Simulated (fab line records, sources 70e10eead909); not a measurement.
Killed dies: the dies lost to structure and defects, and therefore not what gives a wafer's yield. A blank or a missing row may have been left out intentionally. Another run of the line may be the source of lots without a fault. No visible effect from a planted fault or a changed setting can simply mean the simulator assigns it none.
fab line records -- flow nandHarc
record: lots: 6, wafers: 18, lastDay: 33
route steps=1302 shown P_M1@313 P_M2@318
lots that met no fault: taken from a fault-free run of the same line
startH: hours from the record's first day to the start of the lot's first wafer shown -- waitH: hours elapsed since this lot's preceding step -- " unchanged from the row above -- L1.1+2: a row that stands for several wafers -- - value missing, or start not given -- * or withheld: withheld -- < > ~ a bound
route shown NAME@n: names a module that has steps shown in the file, with the first one's number in the route -- usual: mean/standard deviation of fault-free wafers -- same: alike in all rows -- chamber/n: place in a boat -- sites: readings site by site -- _std_site: standard deviation of those values -- _edge_site: inner sites' mean taken away from outer sites' mean -- radiusMm: how far each site lies from the wafer's centre -- mask NAME#n: copy n -- behind: the most recent tool/chamber to have shaped the wafer -- hold: why the lot went on hold/how many hours it stayed there/how the hold came to an end -- device: transistor that didn't switch, given as n, p or np -- end of line: the tests these same wafers got at the end of their route -- a step without rows: its recipe alone -- killed: the dies lost at the first sort to structure and to defects; this is not the yield of the wafer -- map: per-die view of a wafer (x killed, . not killed, _ where there is no die)
set.NAME: the setting the step ran with; set.NAME@STEP: the setting that earlier step ran with -- model.NAME: the simulator's own value behind a step, which no gauge read
lots at some steps of the route; a table a step, a row a wafer
services: the hour from which a tool's chamber was out of use, counted from the record's first day as startH (under 0 if before that day), plus the number of hours and why
== steps ==
step: NHARC_P_M1_SRD_25
step: NHARC_P_M1_INSPECT_27
usual: rawDefectCount: 328/110
lot.wafer,tool,chamber,startH,waitH,rawDefectCount
L938.1,defectInspect-02,-,134.89,0.0,339
L938.2,defectInspect-02,-,134.89,0.0,210
L938.3,defectInspect-02,-,134.89,0.0,240
L946.2,defectInspect-02,-,205.64,0.0,191
L946.3,defectInspect-02,-,205.64,0.0,331
L946.5,defectInspect-02,-,205.64,0.0,246
L953.1,defectInspect-02,-,288.65,0.0,160
L953.3,defectInspect-02,-,288.65,0.0,283
L953.5,defectInspect-02,-,288.65,0.0,273
L955.3,defectInspect-01,-,299.60,0.0,286
L955.4,defectInspect-01,-,299.60,0.0,419
L955.5,defectInspect-01,-,299.60,0.0,410
L957.1,defectInspect-02,-,324.72,0.0,391
L957.2,defectInspect-02,-,324.72,0.0,422
L957.6,defectInspect-02,-,324.72,0.0,406
L961.1,defectInspect-01,-,355.65,0.0,195
L961.2,defectInspect-01,-,355.65,0.0,322
L961.5,defectInspect-01,-,355.65,0.0,370
step: NHARC_P_M1_PRE_CLEAN_32
recipe: timeS: 12, tempC: 370, rfPowerW: 300, gas: NH3
usual: heaterPowerW: 656/74, rfFwdPowerW: 292.4/1
same: timeS: 12
lot.wafer,tool,chamber,startH,waitH,heaterPowerW,rfFwdPowerW
L938.2,pecvd-04,1,134.96,0.1,691,292.6
L938.1,pecvd-04,2,134.96,0.1,618,291.5
L938.3,pecvd-04,0,134.96,0.1,664,292.0
L946.3,pecvd-02,1,205.71,0.1,571,294.1
L946.2,pecvd-02,0,205.71,0.1,535,293.2
L946.5,pecvd-02,0,205.71,0.1,545,294.4
L953.1,pecvd-04,0,288.73,0.1,698,293.8
L953.3,pecvd-04,1,288.73,0.1,760,292.5
L953.5,pecvd-04,0,288.73,0.1,694,292.3
L955.3,pecvd-04,2,299.69,0.1,676,291.8
L955.5,pecvd-04,0,299.69,0.1,696,293.3
L955.4,pecvd-04,2,299.69,0.1,686,292.7
L957.2,pecvd-04,0,324.78,0.1,667,292.7
L957.1,pecvd-04,1,324.78,0.1,835,293.6
L957.6,pecvd-04,1,324.78,0.1,820,293.8
L961.1,pecvd-04,0,355.73,0.1,690,292.9
L961.2,pecvd-04,1,355.73,0.1,810,291.8
L961.5,pecvd-04,1,355.73,0.1,768,291.8
step: NHARC_P_M1_DEP_33
recipe: targetThkA: 300, tempC: 370, targetThkNm: 30, pressureTorr: 3, flowSccm: 200, rfW: 450, material: SiCN
usual: heaterPowerW: 596/78, rfFwdPowerW: 449.0/1.3
lot.wafer,tool,chamber,startH,waitH,heaterPowerW,rfFwdPowerW
L938.2,pecvd-04,1,135.04,0.1,723,450.0
L938.1,pecvd-04,2,135.04,0.1,571,450.4
L938.3,pecvd-04,0,135.04,0.1,647,446.9
L946.3,pecvd-02,1,205.79,0.1,575,448.3
L946.2,pecvd-02,0,205.79,0.1,402,448.4
L946.5,pecvd-02,0,205.79,0.1,423,451.1
L953.1,pecvd-04,0,288.84,0.1,600,450.8
L953.3,pecvd-04,1,288.84,0.1,763,448.4
L953.5,pecvd-04,0,288.84,0.1,593,449.2
L955.3,pecvd-04,2,299.83,0.1,529,450.7
L955.5,pecvd-04,0,299.83,0.1,647,450.5
L955.4,pecvd-04,2,299.83,0.1,537,448.6
L957.2,pecvd-04,0,324.86,0.1,530,446.8
L957.1,pecvd-04,1,324.86,0.1,678,448.0
L957.6,pecvd-04,1,324.86,0.1,694,449.0
L961.1,pecvd-04,0,355.84,0.1,591,448.6
L961.2,pecvd-04,1,355.84,0.1,666,450.7
L961.5,pecvd-04,1,355.84,0.1,674,449.8
step: NHARC_P_M2_DEP_00
recipe: targetThkA: 1825, targetThkNm: 182.5, tempC: withheld, pressureTorr: 5, flowSccm: 200, rfW: 600, material: SiOC
step: NHARC_P_M2_DEHYDRATE_01
recipe: tempC: 150, timeS: 120
step: NHARC_P_M2_HMDS_02
recipe: timeS: 30
step: NHARC_P_M2_COAT_34
recipe: tempC: 200, timeS: 65
step: NHARC_P_M2_COAT_03
recipe: spinRpm: 1500, resistThkNm: 90
step: NHARC_P_M2_SOFTBAKE_04
recipe: tempC: 105, timeS: 55
step: NHARC_P_M2_EBR_05
step: NHARC_P_M2_EXPOSE_06
recipe: na: 1.35, targetCdNm: 170, doseMj: 80.78, maskId: P_M2
lot.wafer,tool,chamber,startH,waitH,mask
L938.1+2+3,arfiScanner-03,0,136.18,-,P_M2#0
L946.2+3+5,arfiScanner-01,0,206.76,-,P_M2#0
L953.1+3+5,arfiScanner-03,0,289.90,-,P_M2#0
L955.3+4+5,arfiScanner-03,0,300.71,-,P_M2#0
L957.1+2+6,arfiScanner-02,0,325.96,-,P_M2#0
L961.1+2+5,arfiScanner-01,0,356.88,-,P_M2#0
step: NHARC_P_M2_PEB_07
recipe: pebTempC: 100, pebTimeS: 65
step: NHARC_P_M2_DEVELOP_08
recipe: developTimeS: 35, devTempC: 23
step: NHARC_P_M2_CD_MEAS_09
recipe: targetCdNm: 170, landingEnergyEv: 500
usual: cdNm: 170.1/0.61
lot.wafer,tool,chamber,startH,waitH,cdNm
L938.1,cdSem-03,0,136.32,-,169.9
L938.2,cdSem-03,0,136.32,-,169.2
L938.3,cdSem-03,0,136.32,-,170.1
L946.2,cdSem-01,0,206.89,-,170.1
L946.3,cdSem-01,0,206.89,-,169.8
L946.5,cdSem-01,0,206.89,-,170.4
L953.1,cdSem-01,0,290.04,-,181.5
L953.3,cdSem-01,0,290.04,-,171.8
L953.5,cdSem-01,0,290.04,-,170.9
L955.3,cdSem-02,0,300.85,-,170.2
L955.4,cdSem-02,0,300.85,-,178.3
L955.5,cdSem-02,0,300.85,-,169.9
L957.1,cdSem-03,0,326.10,-,170.9
L957.2,cdSem-03,0,326.10,-,170.5
L957.6,cdSem-03,0,326.10,-,170.2
L961.1,cdSem-02,0,357.02,-,171.3
L961.2,cdSem-02,0,357.02,-,171.5
L961.5,cdSem-02,0,357.02,-,170.8
step: NHARC_P_M2_OVL_MEAS_10
recipe: pitchNm: 340
usual: overlayXNm: -0.2/0.95, overlayYNm: -0.2/0.87
lot.wafer,tool,chamber,startH,waitH,overlayXNm,overlayYNm
L938.1,overlay-02,-,136.41,-,0.6,0.7
L938.2,overlay-02,-,136.41,-,-0.1,0.2
L938.3,overlay-02,-,136.41,-,0.5,0.3
L946.2,overlay-01,-,206.98,-,-1.4,-0.1
L946.3,overlay-01,-,206.98,-,-1.7,0.0
L946.5,overlay-01,-,206.98,-,-1.9,0.1
L953.1,overlay-02,-,290.13,-,-0.6,0.0
L953.3,overlay-02,-,290.13,-,-0.3,0.0
L953.5,overlay-02,-,290.13,-,-0.8,-0.4
L955.3,overlay-02,-,300.95,-,0.0,-0.3
L955.4,overlay-02,-,300.95,-,0.0,-0.4
L955.5,overlay-02,-,300.95,-,0.3,-0.3
L957.1,overlay-02,-,326.19,-,-2.0,-0.8
L957.2,overlay-02,-,326.19,-,-2.3,-0.5
L957.6,overlay-02,-,326.19,-,-2.7,-0.5
L961.1,overlay-01,-,357.11,-,-0.1,1.3
L961.2,overlay-01,-,357.11,-,-0.2,1.1
L961.5,overlay-01,-,357.11,-,-0.4,1.7
step: NHARC_P_M2_INSPECT_11
usual: rawDefectCount: 4.7/2.9
lot.wafer,tool,chamber,startH,waitH,rawDefectCount
L938.1,defectInspect-02,-,136.44,0.0,3
L938.2,defectInspect-02,-,136.44,0.0,3
L938.3,defectInspect-02,-,136.44,0.0,2
L946.2,defectInspect-01,-,207.02,0.0,2
L946.3,defectInspect-01,-,207.02,0.0,4
L946.5,defectInspect-01,-,207.02,0.0,1
L953.1,defectInspect-02,-,290.17,0.0,5
L953.3,defectInspect-02,-,290.17,0.0,2
L953.5,defectInspect-02,-,290.17,0.0,6
L955.3,defectInspect-01,-,300.98,0.0,3
L955.4,defectInspect-01,-,300.98,0.0,2
L955.5,defectInspect-01,-,300.98,0.0,7
L957.1,defectInspect-02,-,326.23,0.0,4
L957.2,defectInspect-02,-,326.23,0.0,5
L957.6,defectInspect-02,-,326.23,0.0,2
L961.1,defectInspect-02,-,357.15,0.0,6
L961.2,defectInspect-02,-,357.15,0.0,3
L961.5,defectInspect-02,-,357.15,0.0,4
step: NHARC_P_M2_DESCUM_14
recipe: timeS: 3, o2FlowSccm: 200, arFlowSccm: 0, biasPowerW: 0, chemistry: O2
usual: drypumpMotorCurrentA: 5.7/0.39, oesProductAu: 0.997/0.01, rfVppV: 57.9/0.92, showerheadPlenumPTorr: 1.96/0.066, throttleValvePct: 11.311/0.01
same: timeS: 3
lot.wafer,tool,chamber,startH,waitH,drypumpMotorCurrentA,oesProductAu,rfHoursCounterH,rfVppV,showerheadPlenumPTorr,throttleValvePct,model.P_M2.cdNm
L938.1,rieDiel-03,2,136.50,0.1,5.8,0.990,1.4,57.9,1.99,11.318,170.5
L938.3,rieDiel-03,0,136.50,0.1,5.8,0.965,1.8,57.2,1.94,11.310,169.4
L938.2,rieDiel-03,1,136.50,0.1,5.5,0.990,1.5,58.4,2.02,11.308,169.6
L946.3,rieDiel-03,2,207.09,0.1,5.8,1.000,4.4,57.5,1.99,11.314,170.1
L946.2,rieDiel-03,3,207.09,0.1,6.1,0.997,4.7,58.2,1.89,11.321,169.7
L946.5,rieDiel-03,0,207.09,0.1,5.8,0.986,-,58.4,1.94,11.320,169.6
L953.3,rieDiel-11,0,290.24,0.1,5.7,1.001,1.8,58.0,1.99,11.322,171
L953.1,rieDiel-11,1,290.24,0.1,5.4,1.015,2.3,56.4,2.05,11.292,181
L953.5,rieDiel-11,0,290.24,0.1,5.7,1.002,-,58.3,1.99,11.322,170.6
L955.3,rieDiel-03,3,301.04,0.1,6.1,1.007,0.5,57.6,1.89,11.312,170.1
L955.4,rieDiel-03,0,301.04,0.1,5.8,0.990,0.6,57.7,1.94,11.320,178.4
L955.5,rieDiel-03,0,301.04,0.1,5.8,0.986,-,58.7,1.94,11.299,169.3
L957.2,rieDiel-11,0,326.30,0.1,5.7,1.001,3.4,57.2,1.99,11.297,170.3
L957.1,rieDiel-11,2,326.30,0.1,6.3,0.994,3.7,57.8,1.85,11.323,171.5
L957.6,rieDiel-11,3,326.30,0.1,5.4,1.006,-,58.5,1.91,11.317,171
L961.2,rieDiel-11,0,357.21,0.1,5.7,1.010,4.3,59.0,1.99,11.305,170.3
L961.1,rieDiel-11,3,357.21,0.1,5.4,1.003,4.2,58.0,1.91,11.320,171.7
L961.5,rieDiel-11,0,357.21,0.1,5.7,1.015,-,57.5,1.99,11.314,170
step: NHARC_P_M2_ETCH_35
recipe: targetDepthA: 400, overetchA: 120, timeS: 43.94, ionEnergyEv: 200, n2FlowSccm: 150, h2FlowSccm: 150, arFlowSccm: 0, rfW: 400, biasW: 150, chemistry: N2/H2
usual: drypumpMotorCurrentA: 5.7/0.4, oesProductAu: 0.998/0.009, rfFwdPowerW: 395.3/1.6, rfVppV: 431.9/2.1, showerheadPlenumPTorr: 2.09/0.074, throttleValvePct: 14.171/0.0086
same: timeS: 43.94
lot.wafer,tool,chamber,startH,waitH,drypumpMotorCurrentA,oesProductAu,rfFwdPowerW,rfHoursCounterH,rfVppV,showerheadPlenumPTorr,throttleValvePct
L938.2,rieDiel-03,3,136.59,0.1,6.1,0.995,394.3,1.6,429.3,2.01,14.153
L938.3,rieDiel-03,0,136.59,0.1,5.8,0.994,394.5,1.8,431.1,2.07,14.180
L938.1,rieDiel-03,1,136.59,0.1,5.5,0.999,396.2,1.5,433.9,2.16,14.172
L946.3,rieDiel-03,1,207.17,0.1,5.5,0.995,394.9,4.2,434.6,2.16,14.176
L946.2,rieDiel-03,3,207.17,0.1,6.1,0.993,393.5,4.7,429.0,2.01,14.191
L946.5,rieDiel-03,1,207.17,0.1,5.5,0.996,394.0,-,433.9,2.16,14.169
L953.1,rieDiel-11,3,290.32,0.1,5.4,0.988,397.0,1.4,429.2,2.03,14.171
L953.3,rieDiel-11,1,290.32,0.1,5.4,1.012,398.5,2.3,436.5,2.19,14.175
L953.5,rieDiel-11,2,290.32,0.1,6.3,0.998,395.5,-,428.6,1.97,14.162
L955.3,rieDiel-03,3,301.13,0.1,6.1,1.013,394.2,0.5,430.5,2.01,14.155
L955.4,rieDiel-03,1,301.13,0.1,5.5,1.023,393.4,0.4,433.5,2.15,14.164
L955.5,rieDiel-03,2,301.13,0.1,5.8,1.000,397.9,-,433.4,2.12,14.169
L957.1,rieDiel-11,2,326.38,0.1,6.3,0.992,393.1,3.7,429.7,1.97,14.188
L957.2,rieDiel-11,0,326.38,0.1,5.7,0.994,397.0,3.4,433.3,2.12,14.173
L957.6,rieDiel-11,1,326.38,0.1,5.4,1.000,397.1,-,434.2,2.19,14.158
L961.2,rieDiel-11,2,357.29,0.1,6.3,0.994,394.9,5.1,428.5,1.97,14.174
L961.1,rieDiel-11,0,357.29,0.1,5.7,1.010,397.3,4.3,433.1,2.12,14.161
L961.5,rieDiel-11,3,357.29,0.1,5.4,1.004,395.3,-,429.9,2.03,14.163
step: NHARC_P_M2_ETCH_15
recipe: targetDepthA: 1825, timeS: 91.2, c4f8FlowSccm: withheld, arFlowSccm: 400, rfW: 600, biasW: 300, chemistry: C4F8/Ar
usual: oesProductAu: 0.947/0.021, rfFwdPowerW: 595.9/2.1, rfVppV: 442.1/2
same: timeS: 91.2
lot.wafer,tool,chamber,startH,waitH,oesProductAu,rfFwdPowerW,rfHoursCounterH,rfVppV
L938.1,rieDiel-03,0,-,-,0.972,596.9,1.8,441.1
L938.2,rieDiel-03,1,-,-,0.981,594.2,1.6,444.1
L938.3,rieDiel-03,3,-,-,0.958,595.7,1.6,439.7
L946.3,rieDiel-03,0,-,-,0.957,592.8,4.4,442.4
L946.2,rieDiel-03,1,-,-,0.969,595.8,4.2,444.4
L946.5,rieDiel-03,0,-,-,0.945,593.8,-,442.6
L953.3,rieDiel-11,3,-,-,0.925,595.6,1.5,438.6
L953.1,rieDiel-11,1,-,-,0.916,601.1,2.3,444.5
L953.5,rieDiel-11,3,-,-,0.912,598.5,-,440.0
L955.4,rieDiel-03,0,-,-,0.958,597.1,0.6,441.4
L955.3,rieDiel-03,2,-,-,0.973,597.0,0.3,444.7
L955.5,rieDiel-03,3,-,-,0.965,595.2,-,440.8
L957.1,rieDiel-11,3,-,-,0.918,598.6,3.2,439.1
L957.2,rieDiel-11,0,-,-,0.927,594.9,3.4,443.2
L957.6,rieDiel-11,3,-,-,0.929,600.1,-,441.0
L961.2,rieDiel-11,3,-,-,0.930,598.3,4.2,441.0
L961.1,rieDiel-11,2,-,-,0.921,596.2,5.1,439.5
L961.5,rieDiel-11,0,-,-,0.939,595.3,-,442.1
step: NHARC_P_M2_CD_MEAS_16
usual: cdNm: 170.0/0.78
lot.wafer,tool,chamber,startH,waitH,cdNm
L938.1,cdSem-03,-,136.81,-,170.5
L938.2,cdSem-03,-,136.81,-,169.3
L938.3,cdSem-03,-,136.81,-,169.7
L946.2,cdSem-01,-,207.38,-,169.6
L946.3,cdSem-01,-,207.38,-,169.9
L946.5,cdSem-01,-,207.38,-,169.6
L953.1,cdSem-03,-,290.53,-,180.7
L953.3,cdSem-03,-,290.53,-,170.2
L953.5,cdSem-03,-,290.53,-,170.5
L955.3,cdSem-03,-,301.35,-,169.4
L955.4,cdSem-03,-,301.35,-,178.4
L955.5,cdSem-03,-,301.35,-,168.5
L957.1,cdSem-02,-,326.59,-,172.2
L957.2,cdSem-02,-,326.59,-,170.2
L957.6,cdSem-02,-,326.59,-,170.2
L961.1,cdSem-03,-,357.51,-,171.8
L961.2,cdSem-03,-,357.51,-,170.8
L961.5,cdSem-03,-,357.51,-,170.2
step: NHARC_P_M2_STRIP_18
recipe: powerW: 1000, n2FlowSccm: 150, h2FlowSccm: 150, arFlowSccm: 0, biasW: 0, chemistry: N2/H2
usual: drypumpMotorCurrentA: 5.7/0.4, oesProductAu: 0.997/0.0099, rfFwdPowerW: 997.1/2.9, rfVppV: 90.7/0.95, showerheadPlenumPTorr: 2.09/0.076, throttleValvePct: 14.172/0.0091
lot.wafer,tool,chamber,startH,waitH,drypumpMotorCurrentA,oesProductAu,rfFwdPowerW,rfHoursCounterH,rfVppV,showerheadPlenumPTorr,throttleValvePct
L938.1,rieDiel-11,2,136.88,0.1,6.3,0.982,995.6,3.4,91.9,1.98,14.182
L938.3,rieDiel-11,0,136.88,0.1,5.7,1.009,994.1,3.0,93.0,2.13,14.171
L938.2,rieDiel-11,1,136.88,0.1,5.4,1.008,1000.2,2.9,91.7,2.20,14.174
L946.2,rieDiel-03,0,207.45,0.1,5.8,0.991,995.2,4.4,89.3,2.07,14.176
L946.3,rieDiel-03,2,207.45,0.1,5.9,1.010,996.7,4.5,90.4,2.12,14.161
L946.5,rieDiel-03,1,207.45,0.1,5.5,0.993,992.8,-,91.5,2.16,14.173
L953.3,rieDiel-03,1,290.64,0.1,5.5,1.016,997.4,0.0,90.4,2.15,14.180
L953.1,rieDiel-03,3,290.64,0.1,6.1,0.998,998.1,0.0,89.1,2.01,14.166
L953.5,rieDiel-03,1,290.64,0.1,5.5,1.017,1000.9,-,92.5,2.15,14.166
L955.4,rieDiel-03,0,301.42,0.1,5.7,0.991,1000.7,0.6,90.8,2.06,14.169
L955.3,rieDiel-03,3,301.42,0.1,6.1,1.001,991.8,0.6,90.5,2.01,14.169
L955.5,rieDiel-03,0,301.42,0.1,5.7,0.987,1002.6,-,91.2,2.07,14.166
L957.1,rieDiel-03,0,326.67,0.1,5.7,0.995,999.4,1.1,91.0,2.06,14.176
L957.2,rieDiel-03,2,326.67,0.1,5.9,1.006,995.9,1.5,91.2,2.12,14.170
L957.6,rieDiel-03,1,326.67,0.1,5.5,1.011,993.2,-,90.1,2.15,14.169
L961.2,rieDiel-11,0,357.59,0.1,5.6,1.000,1002.7,4.4,91.0,2.12,14.169
L961.1,rieDiel-11,2,357.59,0.1,6.3,0.989,993.2,5.2,88.5,1.97,14.171
L961.5,rieDiel-11,0,357.59,0.1,5.7,1.000,1000.3,-,91.6,2.12,14.158
step: NHARC_P_M2_ETCH_28
recipe: targetDepthA: 300, overEtchFrac: 0.3, timeS: 72.99, ionEnergyEv: 150, cf4FlowSccm: 50, n2FlowSccm: 100, arFlowSccm: 150, rfW: 300, biasW: 100, chemistry: CF4/N2
usual: drypumpMotorCurrentA: 5.7/0.38, oesProductAu: 0.998/0.0094, rfFwdPowerW: 297.7/1.1, rfVppV: 315.2/1.8, showerheadPlenumPTorr: 2.69/0.09, throttleValvePct: 19.795/0.0092
same: timeS: 72.99
lot.wafer,tool,chamber,startH,waitH,drypumpMotorCurrentA,oesProductAu,rfFwdPowerW,rfHoursCounterH,rfVppV,showerheadPlenumPTorr,throttleValvePct,model.P_M2.cdNm
L938.3,rieDiel-11,1,-,-,5.4,1.027,299.5,2.9,317.5,2.81,19.806,169
L938.2,rieDiel-11,2,-,-,6.3,0.991,297.2,3.5,313.2,2.55,19.784,169.9
L938.1,rieDiel-11,0,-,-,5.7,1.019,296.9,3.0,316.7,2.73,19.800,170.3
L946.3,rieDiel-03,1,-,-,5.5,1.002,298.3,4.4,314.5,2.76,19.790,170.7
L946.2,rieDiel-03,0,-,-,5.7,0.982,298.3,4.5,315.2,2.66,19.783,169.6
L946.5,rieDiel-03,1,-,-,5.5,0.999,297.3,-,316.9,2.76,19.798,169.6
L953.3,rieDiel-03,3,-,-,6.1,1.007,297.9,0.1,313.9,2.59,19.797,170.6
L953.1,rieDiel-03,0,-,-,5.8,0.991,297.1,0.1,314.2,2.66,19.793,180.6
L953.5,rieDiel-03,1,-,-,5.5,1.016,297.4,-,317.0,2.76,19.797,170.9
L955.3,rieDiel-03,1,-,-,5.5,1.003,298.0,0.5,314.9,2.76,19.786,168.8
L955.4,rieDiel-03,0,-,-,5.8,0.995,298.2,0.7,314.6,2.66,19.800,177.8
L955.5,rieDiel-03,1,-,-,5.5,1.001,298.0,-,316.8,2.76,19.806,168.2
L957.1,rieDiel-03,0,-,-,5.7,0.989,299.0,1.2,315.4,2.66,19.792,171.3
L957.2,rieDiel-03,2,-,-,5.9,1.003,296.2,1.5,315.2,2.72,19.799,170.6
L957.6,rieDiel-03,2,-,-,5.9,0.997,296.6,-,315.9,2.72,19.804,170.8
L961.1,rieDiel-11,3,-,-,5.4,1.003,299.0,4.3,314.7,2.62,19.806,171.1
L961.2,rieDiel-11,0,-,-,5.7,1.009,297.0,4.5,316.5,2.73,19.791,170.8
L961.5,rieDiel-11,3,-,-,5.4,1.015,298.1,-,314.8,2.62,19.802,170.5
step: NHARC_P_M2_STRIP_19
recipe: timeS: 600, tempC: 30, chemistry: postEtchResidueRemover
== services ==
tool,chamber,startH,hours,kind
rieDiel-11,1,115.04,3.4,repair
arfiScanner-03,-,130.28,0.7,repair
rieDiel-11,1,141.06,6.7,repair
pecvd-02,1,143.01,19.2,repair
rieDiel-03,0,163.06,5.1,repair
arfiScanner-01,-,194.99,2.3,repair
arfiScanner-03,-,196.00,4.0,pm
rieDiel-03,3,222.16,2.8,repair
pecvd-02,-,227.00,13.0,pm
arfiScanner-03,-,237.94,1.3,repair
arfiScanner-01,-,240.73,5.2,repair
arfiScanner-01,-,252.66,4.0,pm
rieDiel-11,-,255.67,9.0,pm
pecvd-04,-,269.00,13.0,pm
pecvd-02,2,269.54,8.8,repair
rieDiel-03,-,281.30,9.0,pm
rieDiel-11,1,295.98,3.3,repair
rieDiel-11,1,310.57,9.8,repair
pecvd-04,2,318.15,5.7,repair
rieDiel-11,-,318.92,5.0,repair
rieDiel-03,3,324.17,20.1,repair
arfiScanner-01,-,343.93,0.5,repair
rieDiel-03,0,348.35,10.6,repair
arfiScanner-01,-,355.29,0.8,repair
== key ==
firstSign: step: NHARC_P_M2_CD_MEAS_09, reading: cdNm, direction: up, sigmas: 16, usual: 170.1, struck: 179.9
effect: step: NHARC_P_M2_CD_MEAS_16, reading: cdNm, direction: up, sigmas: 12, usual: 170.0, struck: 179.5
modelEffect: step: NHARC_P_M2_DESCUM_14, value: P_M2.cdNm, without: 170.9, struck: 179.7
modelEffect: step: NHARC_P_M2_ETCH_28, value: P_M2.cdNm, without: 170.4, struck: 179.2
metAt NHARC_P_M2_EXPOSE_06
struckWafers L953.1,L955.4
onsetBetween 136.18 289.90
fault: kind: processParameterDrift, tool: arfiScanner-03, chamber: -, onsetH: 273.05, steps: NHARC_P_M2_EXPOSE_06, channel: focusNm, offset: 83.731, shape: step, endH: 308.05, scope: struckWafersOnly
